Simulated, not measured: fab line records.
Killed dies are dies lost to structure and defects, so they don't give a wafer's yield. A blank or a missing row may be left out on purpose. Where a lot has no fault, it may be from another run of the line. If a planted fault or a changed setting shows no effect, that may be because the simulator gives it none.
Comparing a struck lot with a sound one -- flow nand harc -- 13 steps out of a route of 1159
Sound: wafers L115.1, L115.2, L115.6. Wafers L118.1, L118.2, L118.3 were the ones struck. The cause comes at the end.
Order at every step that has rows: each side's tool, ch and its chambers, its first start. Under that, the readings that differ: sound wafers -- struck wafers -- difference of the means -- sigmas: that difference in standard deviations of wafers without a fault.
alike: readings with means less than 2 such deviations apart, plus words and numbers identical on both sides. not compared: withheld readings, readings lacking a value on some wafer, bounds such as >300 that could conceal the same value, and numbers that have no deviation in the record and whose values overlap.
The two part at a step that has a row with sigmas, a row that says differs or no value, or rows on one side only. When numbers do not overlap yet have no deviation, they are printed without sigmas and do not part them. A reading that every wafer of one side lacks parts them only if that side has two wafers or more.

first, 1 step without rows for these wafers: NHARC_A_ONON_D1_DEP_19 (target thk 1000 nm).
NHARC_A_ONON_D1_THK_MEAS_21: measures by ellipsometry.
  struck on film metro-02, day 9 05:05; sound on film metro-02, day 8 15:12
  alike: thk nm
then, 1 step without rows for these wafers: NHARC_A_ONON_D1_DEP_22 (target thk 1000 nm).
NHARC_A_ONON_D1_THK_MEAS_24: measures by ellipsometry.
  struck on film metro-01, day 9 05:39; sound on film metro-02, day 8 15:46
reading,sound,struck,difference,sigmas
thk nm (nm),987 988 989,1017 1017 1016,+29,+2
then, 1 step without rows for these wafers: NHARC_A_ONON_D1_DEP_25 (target thk 1000 nm).
NHARC_A_ONON_D1_THK_MEAS_27: measures by ellipsometry.
  struck on film metro-01, day 9 06:13; sound on film metro-02, day 8 16:20
reading,sound,struck,difference,sigmas
thk nm (nm),993 993 996,1022 1021 1021,+27,+3
then, 1 step without rows for these wafers: NHARC_A_ONON_D1_DEP_28 (target thk 1000 nm).
NHARC_A_ONON_D1_THK_MEAS_30: measures by ellipsometry.
  struck on film metro-02, day 9 06:47; sound on film metro-02, day 8 16:54
  alike: thk nm
NHARC_A_ONON_D1_DEP_33: deposits SiO2, target thk 200 nm.
  sound on pecvd-03 ch 0,1, day 8 17:00; struck on pecvd-01 ch 0,1,2, day 9 06:50
  alike: heater power w, throttle valve pct
NHARC_A_ONON_D1_THK_MEAS_34: measures by ellipsometry.
  struck on film metro-02, day 9 07:15; sound on film metro-01, day 8 17:22
reading,sound,struck,difference,sigmas
thk nm (nm),199.9 200.1 206.4,194.7 196.1 197.9,-5.9,-2
NHARC_A_ONON_D1_INSPECT_32:
  struck on defect inspect-01, day 9 07:19; sound on defect inspect-02, day 8 17:26
  alike: raw defect count
NHARC_A_CHANNEL_HOLE_D1_DEP_00: deposits aC, target thk 3100 nm.
  sound on acl dep-01 ch 0, day 8 18:14; struck on acl dep-03 ch 0, day 9 10:06
  alike: throttle valve pct
NHARC_A_CHANNEL_HOLE_D1_DEP_01: deposits SiON, target thk 140 nm.
  sound on pecvd-02 ch 0,1,2, day 8 20:08; struck on pecvd-03 ch 0,1,2, day 9 12:01
  alike: heater power w

WHERE THEY PART
Earliest at NHARC_A_ONON_D1_THK_MEAS_24; latest, in this record, at NHARC_A_ONON_D1_THK_MEAS_34. Later steps at which nothing parts them and some readings are alike: NHARC_A_ONON_D1_INSPECT_32, NHARC_A_CHANNEL_HOLE_D1_DEP_00, NHARC_A_CHANNEL_HOLE_D1_DEP_01.

WHY: what had been put in by the simulator
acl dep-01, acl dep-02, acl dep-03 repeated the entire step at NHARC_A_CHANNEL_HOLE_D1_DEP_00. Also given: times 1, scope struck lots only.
